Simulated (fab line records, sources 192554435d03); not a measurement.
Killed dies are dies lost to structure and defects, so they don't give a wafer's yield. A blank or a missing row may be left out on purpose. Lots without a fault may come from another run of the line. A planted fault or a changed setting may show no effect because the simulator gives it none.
fab line records | flow n5_finfet | part 2 of 2: steps 4 to 6 of 6
record lots=24 wafers=72 last_day=18
route steps=1938 shown BEOL_M5@1135 BEOL_M6@1196
lots that met no fault: from a run of the same line without faults
start_h: hours from the record's first day to the start of the lot's first wafer shown | wait_h: hours since the lot's step before | " the same as in the row above | L1.1+2: a row that stands for several wafers | - no value, or no start given | * or withheld: withheld | < > ~ a bound
route shown NAME@n: a module of which the file shows steps, and the number in the route of the first | usual: mean/standard deviation of fault-free wafers | same: alike in all rows | chamber/n: place in a boat | sites: the reading at each site | _std_site: their standard deviation | _edge_site: outer sites' mean less inner sites' | radius_mm: how far each site lies from the wafer's centre | mask NAME#n: copy n | behind: the tool/chamber that last shaped the wafer | hold: why the lot was held/for how many hours/how that ended | device: the transistor (n, p or np) that didn't switch | end of line: the same wafers' tests at the end of the route | a step without rows: its recipe alone | killed: dies lost to structure and defects at the first sort, not the wafer's yield | map: a wafer's dies, x killed, . not, _ none there
set.NAME: the setting as run; set.NAME@STEP: as run at that earlier step | model.NAME: the simulator's own value behind a step, which no gauge read
steps of the route over a sample of lots; a table a step, a row a wafer
services: from which hour (start_h, from the record's first day; less than 0 if before it) a tool's chamber was out of use, for how many hours, and why
## steps
# step N5_BEOL_M5_OCD_MEAS_38
# usual trench_depth_nm=71.1/1.2
# columns lot.wafer tool chamber start_h wait_h trench_depth_nm
L074.1 ocd-02 - 188.62 - 71.5
L074.3 " - " " 69.4
L074.5 " - " " 70.5
L075.3 ocd-02 - 188.80 - 67.6
L075.4 " - " " 71.2
L075.6 " - " " 71.9
L077.1 ocd-01 - 202.55 - 72.7
L077.3 " - " " 71.0
L077.5 " - " " 70.9
L076.1 ocd-01 - 202.73 - 69.3
L076.3 " - " " 69.1
L076.6 " - " " 71.6
L078.2 ocd-02 - 207.96 - 70.6
L078.4 " - " " 72.0
L078.5 " - " " 69.9
L079.3 ocd-02 - 212.03 - 69.5
L079.4 " - " " 71.6
L079.6 " - " " 68.6
L080.1 ocd-02 - 212.39 - 68.5
L080.2 " - " " 72.7
L080.6 " - " " 72.5
L082.2 ocd-01 - 230.80 - 70.5
L082.4 " - " " 69.5
L082.6 " - " " 69.7
L081.2 ocd-02 - 232.92 - 71.8
L081.4 " - " " 70.2
L081.5 " - " " 70.1
L083.2 ocd-02 - 237.83 - 69.2
L083.4 " - " " 72.7
L083.5 " - " " 72.9
L084.1 ocd-01 - 237.94 - 71.8
L084.3 " - " " 70.7
L084.4 " - " " 69.8
L087.2 ocd-01 - 257.95 - 71.1
L087.4 " - " " 70.8
L087.6 " - " " 69.4
L085.3 ocd-01 - 258.40 - 72.6
L085.5 " - " " 71.0
L085.6 " - " " 72.8
L088.2 ocd-02 - 260.11 - 70.5
L088.3 " - " " 71.6
L088.5 " - " " 71.0
L086.1 ocd-01 - 265.57 - 70.4
L086.2 " - " " 70.6
L086.5 " - " " 69.7
L089.2 ocd-01 - 272.67 - 72.7
L089.4 " - " " 71.2
L089.6 " - " " 72.3
L091.2 ocd-01 - 274.68 - 71.1
L091.4 " - " " 70.4
L091.6 " - " " 70.6
L090.1 ocd-02 - 284.93 - 73.2
L090.5 " - " " 71.8
L090.6 " - " " 73.0
L092.2 ocd-01 - 288.76 - 70.6
L092.5 " - " " 70.5
L092.6 " - " " 70.9
L093.3 ocd-01 - 295.05 - 71.0
L093.4 " - " " 70.6
L093.5 " - " " 71.7
L094.4 ocd-02 - 309.08 - 72.3
L094.5 " - " " 72.7
L094.6 " - " " 71.1
L095.1 ocd-01 - 310.10 - 72.9
L095.5 " - " " 73.2
L095.6 " - " " 71.8
L097.1 ocd-01 - 331.22 - 71.6
L097.4 " - " " 71.0
L097.5 " - " " 71.1
L096.1 ocd-01 - 336.41 - 72.1
L096.2 " - " " 69.9
L096.3 " - " " 71.3
# step N5_BEOL_M6_THK_MEAS_01
# recipe reads=SiCOH_lowk_of_BEOL_M6_ILD_DEP_00
# usual M6_ILD_THK=154.4/1.9
# columns lot.wafer tool chamber start_h wait_h M6_ILD_THK[nm]
L074.1 film_metro-02 - 195.81 0.4 151.3
L074.3 " - " " 154.3
L074.5 " - " " 153.3
L075.3 film_metro-01 - 198.16 0.3 153.3
L075.4 " - " " 155.0
L075.6 " - " " 154.7
L077.1 film_metro-01 - 209.95 0.4 150.2
L077.3 " - " " 153.9
L077.5 " - " " 154.7
L076.1 film_metro-02 - 210.40 0.4 154.6
L076.3 " - " " 153.8
L076.6 " - " " 156.4
L078.2 film_metro-01 - 215.55 0.4 152.7
L078.4 " - " " 158.3
L078.5 " - " " 156.0
L079.3 film_metro-01 - 220.01 0.3 153.2
L079.4 " - " " 153.8
L079.6 " - " " 155.6
L080.1 film_metro-02 - 220.11 0.4 151.9
L080.2 " - " " 152.8
L080.6 " - " " 155.0
L082.2 film_metro-01 - 240.30 0.7 154.3
L082.4 " - " " 157.1
L082.6 " - " " 155.5
L081.2 film_metro-01 - 241.13 0.4 154.5
L081.4 " - " " 155.4
L081.5 " - " " 157.2
L083.2 film_metro-02 - 246.08 0.4 153.5
L083.4 " - " " 154.6
L083.5 " - " " 154.0
L084.1 film_metro-02 - 246.13 0.4 152.9
L084.3 " - " " 152.6
L084.4 " - " " 155.4
L085.3 film_metro-02 - 266.47 0.3 154.5
L085.5 " - " " 156.1
L085.6 " - " " 155.2
L088.2 film_metro-01 - 267.89 0.4 154.1
L088.3 " - " " 151.3
L088.5 " - " " 157.3
L087.2 film_metro-01 - 270.22 0.4 151.9
L087.4 " - " " 156.5
L087.6 " - " " 156.7
L086.1 film_metro-01 - 273.46 0.4 152.3
L086.2 " - " " 155.0
L086.5 " - " " 155.5
L089.2 film_metro-01 - 280.83 0.4 154.6
L089.4 " - " " 157.4
L089.6 " - " " 155.3
L091.2 film_metro-01 - 282.70 0.4 151.2
L091.4 " - " " 153.6
L091.6 " - " " 156.2
L090.1 film_metro-02 - 292.52 0.4 153.5
L090.5 " - " " 157.5
L090.6 " - " " 161.0
L092.2 film_metro-01 - 298.46 0.4 150.9
L092.5 " - " " 155.4
L092.6 " - " " 154.0
L093.3 film_metro-01 - 302.64 0.3 157.7
L093.4 " - " " 154.6
L093.5 " - " " 155.9
L094.4 film_metro-01 - 317.27 0.4 156.1
L094.5 " - " " 154.7
L094.6 " - " " 157.9
L095.1 film_metro-02 - 318.59 0.8 152.1
L095.5 " - " " 156.0
L095.6 " - " " 152.9
L097.1 film_metro-01 - 338.73 0.4 152.6
L097.4 " - " " 154.2
L097.5 " - " " 153.2
L096.1 film_metro-01 - 343.76 0.4 153.0
L096.2 " - " " 153.8
L096.3 " - " " 152.5
# step N5_BEOL_M6_CD_MEAS_11
# recipe target_cd_nm=38.5 landing_energy_ev=500 detector=se_inlens polarity=opening
# usual cd_nm=38.5/0.5
# columns lot.wafer tool chamber start_h wait_h cd_nm
L074.1 cd_sem-02 0 197.42 - 38.0
L074.3 " 0 " " 37.6
L074.5 " 0 " " 38.7
L075.3 cd_sem-03 0 200.19 - 39.6
L075.4 " 0 " " 38.4
L075.6 " 0 " " 38.4
L077.1 cd_sem-02 0 212.21 - 38.5
L077.3 " 0 " " 38.4
L077.5 " 0 " " 37.7
L076.1 cd_sem-03 0 212.41 - 38.1
L076.3 " 0 " " 38.6
L076.6 " 0 " " 38.2
L078.2 cd_sem-03 0 218.42 - 38.8
L078.4 " 0 " " 37.8
L078.5 " 0 " " 39.0
L079.3 cd_sem-01 0 221.97 - 38.0
L079.4 " 0 " " 38.6
L079.6 " 0 " " 38.0
L080.1 cd_sem-01 0 222.13 - 38.9
L080.2 " 0 " " 38.8
L080.6 " 0 " " 37.9
L082.2 cd_sem-01 0 244.52 - 39.3
L082.4 " 0 " " 38.8
L082.6 " 0 " " 37.9
L081.2 cd_sem-03 0 244.56 - 38.1
L081.4 " 0 " " 39.4
L081.5 " 0 " " 37.9
L083.2 cd_sem-02 0 247.09 - 38.6
L083.4 " 0 " " 38.9
L083.5 " 0 " " 38.3
L084.1 cd_sem-02 0 247.32 - 38.6
L084.3 " 0 " " 37.9
L084.4 " 0 " " 38.0
L085.3 cd_sem-03 0 267.21 - 38.4
L085.5 " 0 " " 39.0
L085.6 " 0 " " 37.6
L088.2 cd_sem-02 0 269.47 - 38.7
L088.3 " 0 " " 38.1
L088.5 " 0 " " 37.8
L087.2 cd_sem-03 0 271.95 - 38.2
L087.4 " 0 " " 37.6
L087.6 " 0 " " 39.0
L086.1 cd_sem-02 0 275.23 - 37.9
L086.2 " 0 " " 38.7
L086.5 " 0 " " 39.8
L089.2 cd_sem-03 0 282.97 - 38.6
L089.4 " 0 " " 39.3
L089.6 " 0 " " 38.8
L091.2 cd_sem-03 0 283.58 - 38.3
L091.4 " 0 " " 39.2
L091.6 " 0 " " 38.8
L090.1 cd_sem-02 0 294.01 - 38.1
L090.5 " 0 " " 38.7
L090.6 " 0 " " 38.7
L092.2 cd_sem-03 0 301.87 - 38.6
L092.5 " 0 " " 38.4
L092.6 " 0 " " 37.9
L093.3 cd_sem-02 0 303.84 - 38.2
L093.4 " 0 " " 39.1
L093.5 " 0 " " 38.7
L094.4 cd_sem-03 0 318.03 - 38.3
L094.5 " 0 " " 38.6
L094.6 " 0 " " 39.3
L095.1 cd_sem-03 0 321.18 - 37.8
L095.5 " 0 " " 38.2
L095.6 " 0 " " 39.0
L097.1 cd_sem-01 0 339.71 - 39.3
L097.4 " 0 " " 39.0
L097.5 " 0 " " 38.8
L096.1 cd_sem-03 0 345.02 - 38.6
L096.2 " 0 " " 38.6
L096.3 " 0 " " 38.4
## services
# columns tool chamber start_h hours kind
rie_diel-06 2 165.75 - clean
rie_diel-06 2 165.75 - consumable_replace:focus_ring
rie_diel-06 2 165.75 18.1 scheduled_down
rie_diel-06 2 165.75 18.1 vent_cycle
rie_diel-02 1 177.11 5.9 repair
rie_diel-06 1 184.00 81.3 repair
rie_diel-04 0 186.86 - clean
rie_diel-04 0 186.86 - consumable_replace:focus_ring
rie_diel-04 0 186.86 14.6 scheduled_down
rie_diel-04 0 186.86 14.6 vent_cycle
rie_diel-02 3 191.84 6.5 repair
rie_diel-04 2 198.53 2.8 repair
rie_diel-06 2 218.19 13.6 repair
rie_diel-06 0 220.16 6.2 repair
rie_diel-02 3 243.66 9.1 repair
rie_diel-02 2 249.10 3.6 repair
rie_diel-02 2 265.88 - clean
rie_diel-06 - 266.11 2.8 pm
rie_diel-04 0 266.58 4.5 repair
rie_diel-04 2 276.19 - clean
rie_diel-04 2 276.19 - consumable_replace:focus_ring
rie_diel-04 2 276.19 25.5 scheduled_down
rie_diel-04 2 276.19 25.5 vent_cycle
rie_diel-06 3 330.98 3.6 repair
